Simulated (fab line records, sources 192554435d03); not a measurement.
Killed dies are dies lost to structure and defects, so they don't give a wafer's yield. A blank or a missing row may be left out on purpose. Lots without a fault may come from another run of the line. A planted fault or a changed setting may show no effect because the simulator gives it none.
fab line records | flow n5_finfet
record lots=5 wafers=15 last_day=18
route steps=1938 shown BEOL_M4@1105 BEOL_M5@1112
lots that met no fault: from a run of the same line without faults
start_h: hours from the record's first day to the start of the lot's first wafer shown | wait_h: hours since the lot's step before | " the same as in the row above | L1.1+2: a row that stands for several wafers | - no value, or no start given | * or withheld: withheld | < > ~ a bound
route shown NAME@n: a module of which the file shows steps, and the number in the route of the first | usual: mean/standard deviation of fault-free wafers | same: alike in all rows | chamber/n: place in a boat | sites: the reading at each site | _std_site: their standard deviation | _edge_site: outer sites' mean less inner sites' | radius_mm: how far each site lies from the wafer's centre | mask NAME#n: copy n | behind: the tool/chamber that last shaped the wafer | hold: why the lot was held/for how many hours/how that ended | device: the transistor (n, p or np) that didn't switch | end of line: the same wafers' tests at the end of the route | a step without rows: its recipe alone | killed: dies lost to structure and defects at the first sort, not the wafer's yield | map: a wafer's dies, x killed, . not, _ none there
set.NAME: the setting as run; set.NAME@STEP: as run at that earlier step | model.NAME: the simulator's own value behind a step, which no gauge read
lots at some steps of the route; a table a step, a row a wafer
services: from which hour (start_h, from the record's first day; less than 0 if before it) a tool's chamber was out of use, for how many hours, and why
## steps
# step N5_BEOL_M4_PRE_CLEAN_60
# recipe gas=NH3/H2 time_s=15 temp_c=* rf_power_w=300
# usual heater_power_w=77/11
# columns lot.wafer tool chamber start_h wait_h heater_power_w
L083.2 cvd_co-01 1 215.75 0.0 67
L083.5 " 0 " " 71
L083.6 " 1 " " 68
L092.2 cvd_co-02 2 284.39 0.0 62
L092.5 " 2 " " 63
L092.6 " 1 " " 93
L094.1 cvd_co-01 2 287.77 0.0 90
L094.4 " 0 " " 68
L094.6 " 2 " " 93
L095.2 cvd_co-01 1 299.35 0.0 69
L095.3 " 0 " " 70
L095.5 " 1 " " 69
L096.2 cvd_co-01 2 315.69 0.0 90
L096.3 " 1 " " 68
L096.5 " 2 " " 91
# step N5_BEOL_M4_CO_CAP_55
# recipe material=Co target_thk_a=20 temp_c=200 precursor=CCTBA/H2 pressure_torr=30 time_s=102.1
# usual heater_power_w=225/14
# columns lot.wafer tool chamber start_h wait_h heater_power_w
L083.2 cvd_co-01 1 215.79 0.0 211
L083.5 " 0 " " 217
L083.6 " 1 " " 208
L092.2 cvd_co-02 2 284.43 0.0 208
L092.5 " 2 " " 204
L092.6 " 1 " " 247
L094.1 cvd_co-01 2 287.81 0.0 243
L094.4 " 0 " " 218
L094.6 " 2 " " 240
L095.2 cvd_co-01 1 299.39 0.0 222
L095.3 " 0 " " 221
L095.5 " 1 " " 219
L096.2 cvd_co-01 2 315.73 0.0 239
L096.3 " 1 " " 215
L096.5 " 2 " " 241
# step N5_BEOL_M4_PRE_CLEAN_56
# recipe gas=NH3 time_s=15 temp_c=withheld rf_power_w=300
# columns lot.wafer tool chamber start_h wait_h
L083.2+5+6 pecvd-02 2,1,0 215.88 0.1
L092.2+5+6 pecvd-02 1,0,2 284.52 0.1
L094.1+4+6 pecvd-02 0,1,0 287.92 0.1
L095.2+3+5 pecvd-04 1,2,0 299.48 0.1
L096.2+3+5 pecvd-02 1,0,1 315.82 0.1
# step N5_BEOL_M4_DEP_57
# recipe material=SiCN target_thk_a=80 temp_c=withheld precursor=3MS/NH3 pressure_torr=3 rf_w=202 time_s=14
# usual showerhead_plenum_p_Torr=3.672/0.017 throttle_valve_pct=9.0/0.33
# columns lot.wafer tool chamber start_h wait_h showerhead_plenum_p_Torr throttle_valve_pct
L083.2 pecvd-02 2 215.90 0.0 3.638 9.2
L083.5 " 1 " " 3.684 9.4
L083.6 " 0 " " 3.671 9.3
L092.2 pecvd-02 1 284.55 0.0 3.687 9.6
L092.5 " 0 " " 3.677 9.2
L092.6 " 2 " " 3.630 9.3
L094.1 pecvd-02 0 287.94 0.0 3.685 9.5
L094.4 " 1 " " 3.685 9.6
L094.6 " 0 " " 3.681 9.2
L095.2 pecvd-04 1 299.50 0.0 3.663 8.9
L095.3 " 2 " " 3.700 8.7
L095.5 " 0 " " 3.675 9.0
L096.2 pecvd-02 1 315.84 0.0 3.681 9.4
L096.3 " 0 " " 3.674 9.2
L096.5 " 1 " " 3.688 9.5
# step N5_BEOL_M4_RS_MEAS_58
# recipe thk_meas_gauge=four-point-probe reads=Co_of_BEOL_M4_CO_CAP_55+Cu_of_BEOL_M4_ECD_50+Co_of_BEOL_M4_CVD_47+TaN_of_BEOL_M4_ALD_84
# usual M4_RS=0.68/0.044
# columns lot.wafer tool chamber start_h wait_h M4_RS[ohm/sq]
L083.2 film_metro-02 - 215.97 0.1 0.75
L083.5 " - " " 0.65
L083.6 " - " " 0.63
L092.2 film_metro-01 - 284.62 0.1 0.64
L092.5 " - " " 0.63
L092.6 " - " " 0.76
L094.1 film_metro-01 - 288.01 0.0 0.68
L094.4 " - " " 0.69
L094.6 " - " " 0.72
L095.2 film_metro-02 - 299.57 0.1 0.72
L095.3 " - " " 0.72
L095.5 " - " " 0.65
L096.2 film_metro-02 - 315.91 0.1 0.67
L096.3 " - " " 0.69
L096.5 " - " " 0.65
# step N5_BEOL_M4_INSPECT_59
# recipe inspect_instrument=darkfield mode=post_dep
# usual raw_defect_count=70/24
# columns lot.wafer tool chamber start_h wait_h raw_defect_count
L083.2 defect_inspect-01 - 216.00 0.0 68
L083.5 " - " " 55
L083.6 " - " " 81
L092.2 defect_inspect-01 - 284.64 0.0 63
L092.5 " - " " 91
L092.6 " - " " 63
L094.1 defect_inspect-02 - 288.04 0.0 103
L094.4 " - " " 75
L094.6 " - " " 69
L095.2 defect_inspect-01 - 299.60 0.0 56
L095.3 " - " " 64
L095.5 " - " " 63
L096.2 defect_inspect-01 - 315.94 0.0 41
L096.3 " - " " 56
L096.5 " - " " 45
# step N5_BEOL_M4_RC_MEAS_101
# usual DIBL_N=37.4/2.1 DIBL_P=37.8/2.5 IOFF_N=0.19/0.045 IOFF_P=0.24/0.05 ION_N=682/16 ION_P=467/11 SS_N=71.9/0.67 SS_P=73.6/0.76 VT_N=247/3.6 VT_P=-248/3.6
# columns lot.wafer tool chamber start_h wait_h DIBL_N[mV/V] DIBL_P[mV/V] IOFF_N[nA/um] IOFF_P[nA/um] ION_N[uA/um] ION_P[uA/um] SS_N[mV/dec] SS_P[mV/dec] VT_N[mV] VT_P[mV]
L083.2 prober-01 0 216.18 0.2 35.5 36.2 0.16 0.21 690 470 70.8 72.9 248 -249
L083.5 " 0 " " 34.8 35.9 0.15 0.20 676 462 71.0 73.0 250 -249
L083.6 " 0 " " 36.5 37.3 0.17 0.23 680 468 71.6 73.3 249 -247
L092.2 prober-02 0 284.82 0.2 38.0 38.6 0.17 0.24 683 465 71.3 72.7 250 -248
L092.5 " 0 " " 40.6 39.9 0.23 0.26 672 455 72.6 73.7 247 -250
L092.6 " 0 " " 41.1 42.3 0.26 0.31 700 478 72.8 74.1 243 -246
L094.1 prober-02 0 288.06 0.0 36.8 35.8 0.18 0.27 689 482 70.9 74.5 247 -244
L094.4 " 0 " " 36.0 34.2 0.15 0.21 652 453 71.8 73.1 255 -249
L094.6 " 0 " " 37.8 37.1 0.20 0.28 711 489 71.2 74.0 244 -244
L095.2 prober-02 0 299.78 0.2 37.0 39.7 0.20 0.29 682 475 71.6 73.8 243 -244
L095.3 " 0 " " 34.8 35.6 0.14 0.20 678 472 71.7 73.1 252 -251
L095.5 " 0 " " 35.6 37.0 0.16 0.22 698 480 71.1 73.0 247 -248
L096.2 prober-01 0 316.12 0.2 37.0 38.4 0.17 0.23 679 464 71.7 73.8 248 -248
L096.3 " 0 " " 35.5 35.8 0.15 0.20 670 452 71.1 73.6 250 -252
L096.5 " 0 " " 35.0 34.6 0.14 0.19 664 447 71.2 72.7 249 -251
# step N5_BEOL_M5_ILD_DEP_00
# recipe material=SiCOH_lowk target_thk_a=1406.4 temp_c=300 precursor=DEMS/porogen pressure_torr=5 rf_w=500 time_s=25.9
# usual heater_power_w=288/42 showerhead_plenum_p_Torr=5.741/0.018 throttle_valve_pct=13.8/0.54
# columns lot.wafer tool chamber start_h wait_h heater_power_w showerhead_plenum_p_Torr throttle_valve_pct
L083.2 pecvd-01 1 216.98 0.7 205 5.731 13.5
L083.5 " 0 " " 348 5.764 13.5
L083.6 " 1 " " 214 5.731 13.2
L092.2 pecvd-01 2 285.64 0.7 314 5.748 13.0
L092.5 " 2 " " 323 5.744 12.9
L092.6 " 0 " " 387 5.756 13.7
L094.1 pecvd-02 2 289.02 0.8 290 5.698 14.0
L094.4 " 0 " " 232 5.745 14.3
L094.6 " 2 " " 289 5.723 13.7
L095.2 pecvd-01 0 300.58 0.7 319 5.752 13.6
L095.3 " 1 " " 216 5.721 13.4
L095.5 " 2 " " 318 5.745 12.8
L096.2 pecvd-03 0 316.93 0.7 294 5.732 13.8
L096.3 " 2 " " 249 5.743 13.3
L096.5 " 0 " " 301 5.732 14.0
# step N5_BEOL_M5_CURE_79
# recipe temp_c=385 time_s=240 ambient=He/Ar material=SiCOH_lowk
# usual lamp_power_pct=52.32/0.051 wafer_temp_C_max=387.0/0.7
# columns lot.wafer tool chamber start_h wait_h lamp_power_pct wafer_temp_C_max
L083.2 uv_cure-03 0 217.14 0.1 52.39 386.0
L083.5 " 0 " " 52.33 386.1
L083.6 " 0 " " 52.37 387.0
L092.2 uv_cure-01 0 285.78 0.1 52.29 388.3
L092.5 " 0 " " 52.30 387.5
L092.6 " 0 " " 52.36 388.7
L094.1 uv_cure-01 2 289.08 0.0 52.41 387.6
L094.4 " 2 " " 52.30 387.2
L094.6 " 2 " " 52.30 388.0
L095.2 uv_cure-01 2 300.92 0.3 52.35 387.2
L095.3 " 2 " " 52.36 386.9
L095.5 " 2 " " 52.29 387.3
L096.2 uv_cure-01 1 317.62 0.7 52.28 386.2
L096.3 " 1 " " 52.40 387.3
L096.5 " 1 " " 52.28 386.9
# step N5_BEOL_M5_THK_MEAS_01
# recipe reads=SiCOH_lowk_of_BEOL_M5_ILD_DEP_00
# usual M5_ILD_THK=121.0/1.8
# columns lot.wafer tool chamber start_h wait_h M5_ILD_THK[nm]
L083.2 film_metro-02 - 217.58 0.4 119.4
L083.5 " - " " 119.8
L083.6 " - " " 122.5
L092.2 film_metro-01 - 286.21 0.4 121.1
L092.5 " - " " 123.8
L092.6 " - " " 120.0
L094.1 film_metro-02 - 289.60 0.4 117.7
L094.4 " - " " 119.8
L094.6 " - " " 120.1
L095.2 film_metro-02 - 301.35 0.4 120.2
L095.3 " - " " 121.9
L095.5 " - " " 124.2
L096.2 film_metro-02 - 318.06 0.4 120.2
L096.3 " - " " 117.8
L096.5 " - " " 121.2
# step N5_BEOL_M5_PECVD_70
# recipe material=SiO2 target_thk_a=160 temp_c=400 precursor=TEOS/O2 pressure_torr=5.5 rf_w=450 teos_flow_sccm=53.8 gas=O2 flow_sccm=3000 time_s=18
# usual heater_power_w=683/73 showerhead_plenum_p_Torr=8.79/0.062 throttle_valve_pct=22.2/0.85
# columns lot.wafer tool chamber start_h wait_h heater_power_w showerhead_plenum_p_Torr throttle_valve_pct
L083.2 pecvd-01 0 217.61 0.0 856 8.87 21.8
L083.5 " 0 " " 850 8.88 21.9
L083.6 " 1 " " 608 8.76 21.5
L092.2 pecvd-02 1 286.25 0.0 693 8.89 23.4
L092.5 " 2 " " 643 8.67 22.6
L092.6 " 0 " " 645 8.82 23.1
L094.1 pecvd-01 2 289.63 0.0 732 8.83 20.9
L094.4 " 0 " " 802 8.89 22.4
L094.6 " 2 " " 732 8.81 20.7
L095.2 pecvd-03 1 301.39 0.0 726 8.79 23.2
L095.3 " 2 " " 666 8.78 21.5
L095.5 " 2 " " 651 8.75 21.4
L096.2 pecvd-01 1 318.09 0.0 599 8.77 21.7
L096.3 " 0 " " 827 8.86 22.3
L096.5 " 0 " " 813 8.86 22.0
# step N5_BEOL_M5_HM_DEP_02
# recipe material=TiN target_thk_a=200 temp_c=25 chamber_pressure_pa=0.49996
# usual throttle_valve_pct=29.8/0.79
# columns lot.wafer tool chamber start_h wait_h throttle_valve_pct
L083.2 pvd_sputter-03 - 217.69 0.1 30.0
L083.5 " - " " 29.1
L083.6 " - " " 30.0
L092.2 pvd_sputter-01 - 288.08 1.8 30.1
L092.5 " - " " 29.1
L092.6 " - " " 29.5
L094.1 pvd_sputter-01 - 291.74 2.1 29.2
L094.4 " - " " 30.3
L094.6 " - " " 28.9
L095.2 pvd_sputter-01 - 301.56 0.2 29.5
L095.3 " - " " 30.1
L095.5 " - " " 29.5
L096.2 pvd_sputter-03 - 318.17 0.1 29.3
L096.3 " - " " 29.5
L096.5 " - " " 30.1
# step N5_BEOL_M5_COAT_59
# recipe resist=SOC temp_c=250 time_s=60 spin_rpm=1500 resist_thk_nm=60
# columns lot.wafer tool chamber start_h wait_h
L083.2+5+6 litho_track-01 0 217.81 0.1
L092.2+5+6 litho_track-03 0 288.21 0.1
L094.1+4+6 litho_track-04 0 291.87 0.1
L095.2+3+5 litho_track-03 0 301.70 0.1
L096.2+3+5 litho_track-03 0 318.29 0.1
# step N5_BEOL_M5_COAT_60
# recipe resist=SiARC temp_c=220 time_s=60 spin_rpm=1500 resist_thk_nm=12
# columns lot.wafer tool chamber start_h wait_h
L083.2+5+6 litho_track-01 0 - -
L092.2+5+6 litho_track-03 0 - -
L094.1+4+6 litho_track-04 0 - -
L095.2+3+5 litho_track-03 0 - -
L096.2+3+5 litho_track-03 0 - -
# step N5_BEOL_M5_COAT_71
# recipe resist=underlayer temp_c=205 time_s=60 spin_rpm=1500 resist_thk_nm=5
# columns lot.wafer tool chamber start_h wait_h
L083.2+5+6 litho_track-01 0 - -
L092.2+5+6 litho_track-03 0 - -
L094.1+4+6 litho_track-04 0 - -
L095.2+3+5 litho_track-03 0 - -
L096.2+3+5 litho_track-03 0 - -
# step N5_BEOL_M5_COAT_05
# recipe resist=CAR-EUV spin_rpm=1500 resist_thk_nm=30
# columns lot.wafer tool chamber start_h wait_h
L083.2+5+6 litho_track-01 0 - -
L092.2+5+6 litho_track-03 0 - -
L094.1+4+6 litho_track-04 0 - -
L095.2+3+5 litho_track-03 0 - -
L096.2+3+5 litho_track-03 0 - -
# step N5_BEOL_M5_EBR_07
# recipe solvent=PGMEA ebr_width_mm=1.5
# columns lot.wafer tool chamber start_h wait_h
L083.2+5+6 litho_track-01 0 - -
L092.2+5+6 litho_track-03 0 - -
L094.1+4+6 litho_track-04 0 - -
L095.2+3+5 litho_track-03 0 - -
L096.2+3+5 litho_track-03 0 - -
# step N5_BEOL_M5_SOFTBAKE_06
# recipe temp_c=110 time_s=60 resist=CAR-EUV
# columns lot.wafer tool chamber start_h wait_h
L083.2+5+6 litho_track-01 0 - -
L092.2+5+6 litho_track-03 0 - -
L094.1+4+6 litho_track-04 0 - -
L095.2+3+5 litho_track-03 0 - -
L096.2+3+5 litho_track-03 0 - -
# step N5_BEOL_M5_EXPOSE_08
# recipe mask_id=M5 na=0.33 source_shape=annular sigma_inner=0.4 sigma_outer=0.8 polarization=unpolarized target_cd_nm=28 dose_mj=35.75
# usual reticle_temp_C=22.99/0.088
# same sigma_inner=0.4
# columns lot.wafer tool chamber start_h wait_h mask reticle_temp_C
L083.2 euv_scanner-01 0 218.08 - M5#0 23.14
L083.5 " 0 " " M5#0 23.05
L083.6 " 0 " " M5#0 23.02
L092.2 euv_scanner-01 0 288.35 - M5#0 22.97
L092.5 " 0 " " M5#0 22.97
L092.6 " 0 " " M5#0 22.85
L094.1 euv_scanner-02 0 292.13 - M5#0 22.92
L094.4 " 0 " " M5#0 22.87
L094.6 " 0 " " M5#0 23.03
L095.2 euv_scanner-02 0 301.84 - M5#0 23.00
L095.3 " 0 " " M5#0 22.84
L095.5 " 0 " " M5#0 22.96
L096.2 euv_scanner-01 0 318.56 - M5#0 22.95
L096.3 " 0 " " M5#0 23.03
L096.5 " 0 " " M5#0 22.94
# step N5_BEOL_M5_PEB_09
# recipe peb_temp_c=100 peb_time_s=60 resist=CAR-EUV
# columns lot.wafer tool chamber start_h wait_h
L083.2+5+6 litho_track-03 0 218.14 0.0
L092.2+5+6 litho_track-01 0 288.41 0.0
L094.1+4+6 litho_track-04 0 292.19 0.1
L095.2+3+5 litho_track-03 0 301.90 0.0
L096.2+3+5 litho_track-03 0 318.62 0.0
# step N5_BEOL_M5_DEVELOP_10
# recipe develop_time_s=30 developer=TMAH resist=CAR-EUV rinse_liquid=surfactant_rinse dry=air_spin dev_temp_c=23
# columns lot.wafer tool chamber start_h wait_h
L083.2+5+6 litho_track-03 0 - -
L092.2+5+6 litho_track-01 0 - -
L094.1+4+6 litho_track-04 0 - -
L095.2+3+5 litho_track-03 0 - -
L096.2+3+5 litho_track-03 0 - -
# step N5_BEOL_M5_CD_MEAS_11
# recipe target_cd_nm=27.74 landing_energy_ev=500 detector=se_inlens
# usual cd_nm=28.11/0.27
# columns lot.wafer tool chamber start_h wait_h cd_nm
L083.2 cd_sem-03 0 218.20 - 28.05
L083.5 " 0 " " 28.08
L083.6 " 0 " " 28.55
L092.2 cd_sem-01 0 288.48 - 27.87
L092.5 " 0 " " 28.18
L092.6 " 0 " " 27.64
L094.1 cd_sem-03 0 292.26 - 27.77
L094.4 " 0 " " 27.91
L094.6 " 0 " " 27.94
L095.2 cd_sem-03 0 301.97 - 28.22
L095.3 " 0 " " 28.23
L095.5 " 0 " " 28.39
L096.2 cd_sem-03 0 318.68 - 28.32
L096.3 " 0 " " 28.25
L096.5 " 0 " " 28.33
# step N5_BEOL_M5_OVL_MEAS_12
# recipe points_per_wafer=522
# usual M5_OVL=0.3/0.69
# columns lot.wafer tool chamber start_h wait_h M5_OVL[nm]
L083.2 overlay-02 0 218.24 0.0 0.7
L083.5 " 0 " " 0.5
L083.6 " 0 " " 0.8
L092.2 overlay-02 0 288.51 0.0 1.6
L092.5 " 0 " " 0.7
L092.6 " 0 " " 1.2
L094.1 overlay-02 0 292.29 0.0 0.3
L094.4 " 0 " " 0.3
L094.6 " 0 " " 1.0
L095.2 overlay-02 0 302.00 0.0 -0.4
L095.3 " 0 " " -0.6
L095.5 " 0 " " 0.0
L096.2 overlay-02 0 318.72 0.0 0.4
L096.3 " 0 " " 1.0
L096.5 " 0 " " 1.5
# step N5_BEOL_M5_INSPECT_13
# recipe mode=adi inspect_instrument=brightfield
# usual raw_defect_count=407/110
# columns lot.wafer tool chamber start_h wait_h raw_defect_count
L083.2 defect_inspect-02 - 218.29 0.0 442
L083.5 " - " " 475
L083.6 " - " " 489
L092.2 defect_inspect-02 - 288.56 0.0 379
L092.5 " - " " 414
L092.6 " - " " 365
L094.1 defect_inspect-01 - 292.35 0.1 497
L094.4 " - " " 494
L094.6 " - " " 473
L095.2 defect_inspect-01 - 302.05 0.0 361
L095.3 " - " " 348
L095.5 " - " " 351
L096.2 defect_inspect-02 - 318.77 0.0 335
L096.3 " - " " 354
L096.5 " - " " 285
# step N5_BEOL_M5_DESCUM_16
# recipe chemistry=O2 time_s=7 source_power_w=50 bias_power_w=20 pressure_mtorr=20 rf_frequency_hz=2.712e+07 temp_c=40 resist=CAR-EUV o2_flow_sccm=225
# usual bias_power_w=20.00/0.058 drypump_motor_current_A=5.9/0.32 oes_product_au=0.80/0.091 rf_vpp_V=242.7/1.7 showerhead_plenum_p_Torr=2.07/0.09 temp_c=40.00/0.11 throttle_valve_pct=20.35/0.24
# columns lot.wafer tool chamber start_h wait_h bias_power_w drypump_motor_current_A oes_product_au rf_hours_counter_h rf_vpp_V showerhead_plenum_p_Torr temp_c throttle_valve_pct
L083.2 rie_diel-03 2 218.33 0.0 20.02 6.5 0.98 3 242.7 2.08 39.88 20.08
L083.5 " 2 " " 19.92 6.5 0.97 - 242.3 2.08 40.05 20.10
L083.6 " 0 " " 20.07 5.8 0.86 - 244.7 2.13 39.88 20.60
L092.2 rie_diel-04 3 288.61 0.0 20.01 5.6 0.75 153 239.8 1.94 39.88 20.28
L092.5 " 1 " " 20.02 6.2 0.71 - 243.2 2.17 40.13 20.43
L092.6 " 0 " " 19.93 5.4 0.73 - 240.9 1.96 39.96 20.04
L094.1 rie_diel-06 2 292.38 0.0 19.97 5.9 0.89 22 243.8 2.11 40.02 20.00
L094.4 " 3 " " 19.95 5.9 0.73 163 240.7 2.02 39.94 20.63
L094.6 " 3 " " 20.04 6.0 0.73 - 241.4 2.02 39.84 20.62
L095.2 rie_diel-06 1 302.09 0.0 20.01 6.2 0.85 66 242.9 2.04 40.06 20.57
L095.3 " 3 " " 19.94 6.0 0.74 166 241.9 2.02 40.03 20.64
L095.5 " 0 " " 20.00 5.4 0.93 - 246.0 2.23 39.97 20.12
L096.2 rie_diel-03 0 318.85 0.1 20.00 5.8 0.81 78 243.1 2.11 40.10 20.63
L096.3 " 2 " " 19.93 6.5 0.89 36 241.8 2.07 40.06 20.12
L096.5 " 3 " " 20.00 5.5 0.90 - 245.0 2.22 40.01 19.86
# step N5_BEOL_M5_ETCH_72
# recipe chemistry=N2/H2 target=underlayer target_depth_a=65 mask_material=CAR-EUV time_s=5.2 ion_energy_ev=200 pressure_mtorr=30 source_w=840 bias_w=150 n2_flow_sccm=200 h2_flow_sccm=200 ends=cleared
# usual drypump_motor_current_A=5.9/0.31 etch_rf_on_time_s=5.21/0.19 n2_flow_sccm=199.9/0.62 oes_product_au=0.68/0.081 rf_vpp_V=523/3.2 showerhead_plenum_p_Torr=2.50/0.11 throttle_valve_pct=17.71/0.22
# columns lot.wafer tool chamber start_h wait_h drypump_motor_current_A etch_rf_on_time_s n2_flow_sccm oes_product_au rf_hours_counter_h rf_vpp_V showerhead_plenum_p_Torr throttle_valve_pct
L083.2 rie_diel-03 2 218.38 0.0 6.5 5.21 200.4 0.83 3 523 2.48 17.14
L083.5 " 2 " " 6.6 5.22 200.1 0.84 - 522 2.48 17.15
L083.6 " 0 " " 5.9 5.05 199.5 0.73 - 526 2.58 18.06
L092.2 rie_diel-04 3 288.64 0.0 5.6 5.08 200.8 0.65 153 520 2.33 17.57
L092.5 " 1 " " 6.2 5.63 200.4 0.58 - 526 2.59 17.62
L092.6 " 0 " " 5.5 5.19 198.5 0.61 - 521 2.41 17.66
L094.1 rie_diel-06 2 292.42 0.0 5.9 5.26 199.6 0.74 22 524 2.60 17.60
L094.4 " 3 " " 6.0 5.20 200.0 0.63 163 520 2.42 17.80
L094.6 " 3 " " 5.9 5.20 201.1 0.63 - 520 2.42 17.82
L095.2 rie_diel-06 1 302.12 0.0 6.2 5.08 199.4 0.72 66 524 2.48 17.99
L095.3 " 3 " " 5.9 5.15 199.2 0.63 166 519 2.41 17.80
L095.5 " 0 " " 5.4 4.89 200.4 0.81 - 529 2.69 17.53
L096.2 rie_diel-03 0 318.88 0.0 5.8 5.07 200.2 0.69 78 526 2.57 18.11
L096.3 " 2 " " 6.6 5.17 199.9 0.76 36 523 2.47 17.21
L096.5 " 3 " " 5.5 5.20 199.2 0.76 - 527 2.70 17.36
## services
# columns tool chamber start_h hours kind
cvd_co-02 - 199.26 2.8 pm
pecvd-02 0 200.13 5.0 scheduled_down
rie_diel-06 - 201.59 2.8 pm
pecvd-01 2 202.38 - clean
pecvd-01 2 202.38 - consumable_replace:showerhead
cvd_co-01 0 207.82 6.1 repair
rie_diel-04 0 209.83 5.8 repair
euv_scanner-01 - 224.27 1.0 pm
euv_scanner-02 - 230.15 1.0 pm
pecvd-02 - 239.60 1.0 repair
pecvd-01 - 242.73 2.0 repair
rie_diel-04 0 250.43 17.9 repair
euv_scanner-02 - 266.90 5.8 pm
rie_diel-03 - 267.61 2.8 pm
pecvd-01 1 268.27 3.6 repair
uv_cure-03 - 277.44 6.0 pm
euv_scanner-01 - 280.43 1.0 pm
rie_diel-03 3 285.89 4.9 repair
euv_scanner-02 - 286.30 1.0 pm
euv_scanner-01 - 308.94 4.6 pm
uv_cure-03 - 310.02 11.6 repair
cvd_co-02 - 310.81 0.7 repair
pecvd-01 2 314.61 4.8 repair
rie_diel-06 - 318.79 1.1 repair
## key
fault none
